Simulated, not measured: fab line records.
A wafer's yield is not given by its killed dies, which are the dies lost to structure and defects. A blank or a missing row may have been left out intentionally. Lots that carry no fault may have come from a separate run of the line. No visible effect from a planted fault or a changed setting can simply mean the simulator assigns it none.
A struck lot beside a sound one    flow nand harc    13 out of 1302 route steps
Sound: wafers L266.1, L266.3, L266.6. The struck wafers were L262.2, L262.3, L262.5. The cause comes at the end.
Order at every step that has rows: each side's tool, ch and its chambers, its first start. Under that, the readings that differ: sound wafers    struck wafers    difference of the means    sigmas: that difference in standard deviations of wafers without a fault.
alike: words and numbers the same on both sides, and readings whose means are apart by under 2 such deviations; not compared: readings that were withheld, readings missing a value for some wafer, numbers with overlapping values and no deviation given by the record, and bounds like >300 which may hide the same value.
Wherever a step has rows on one side only, a row that says differs or no value, or a row with sigmas, the two part there. When numbers do not overlap yet have no deviation, they are printed without sigmas and do not part them. A reading that every wafer of one side lacks parts them only if that side has two wafers or more.

first, 1 step without rows for these wafers: NHARC_P_M0_DEGAS_28 (time 60 s).
NHARC_P_M0_PRE_CLEAN_29: time 30 s.
  sound on pvd sputter-02; struck on pvd sputter-02
  alike: heater power w
NHARC_P_M0_PVD_20: deposits TaN, target thk 5 nm, time 8.06 s.
  sound on pvd sputter-02; struck on pvd sputter-02
  alike: cathode dc power W, throttle valve pct
NHARC_P_M0_PVD_21: deposits Cu, target thk 30 nm, time 20.49 s.
  sound on pvd sputter-02; struck on pvd sputter-02
  alike: cathode dc power W, throttle valve pct
then, 1 step without rows for these wafers: NHARC_P_M0_ECD_22 (material Cu, target thk 400 nm).
NHARC_P_M0_ANNEAL_30: time 90 s.
  sound on rtp anneal-01 ch 0, day 11 10:17; struck on rtp anneal-02 ch 0, day 10 01:08
reading           sound              struck             difference  sigmas
wafer_temp_C_max  225.7 225.3 225.9  226.3 226.7 226.8  +1.0        +2
NHARC_P_M0_CMP_23: polishes, t overpolish 20 s, target thk 117.54 nm.
  sound on cmp-02 ch 0,1, day 11 10:37; struck on cmp-03 ch 2,3, day 10 01:25
  alike: motor current A, time to endpoint s
NHARC_P_M0_THK_MEAS_24: measures by xrf.
  struck on film metro-01, day 10 01:44; sound on film metro-02, day 11 10:56
  alike: thk nm
after that, 1 step had no rows for these wafers: NHARC_P_M0_SRD_25.
NHARC_P_M0_INSPECT_27:
  struck on defect inspect-02, day 10 01:53; sound on defect inspect-01, day 11 11:05
  alike: raw defect count
then, 1 step without rows for these wafers: NHARC_P_M0_PRE_CLEAN_31 (time 12 s).
NHARC_P_M0_DEP_32: deposits SiCN, target thk 30 nm.
  sound on pecvd-01 ch 0,1,2, day 11 11:14; struck on pecvd-04 ch 0,1, day 10 02:05
  no value came back on the struck wafers for chamber pressure Torr (Torr), heater power outer w (W), heater power w (W); on the sound wafers chamber pressure Torr (Torr) reads 3.000 3.024 3.007
then, 1 step without rows for these wafers: NHARC_P_M1_DEP_00 (deposits SiOC, target thk 182.5 nm).

== WHERE THEY PART ==
At NHARC_P_M0_ANNEAL_30 first; at NHARC_P_M0_DEP_32 last (within this record only).

WHY: what the simulator had put in
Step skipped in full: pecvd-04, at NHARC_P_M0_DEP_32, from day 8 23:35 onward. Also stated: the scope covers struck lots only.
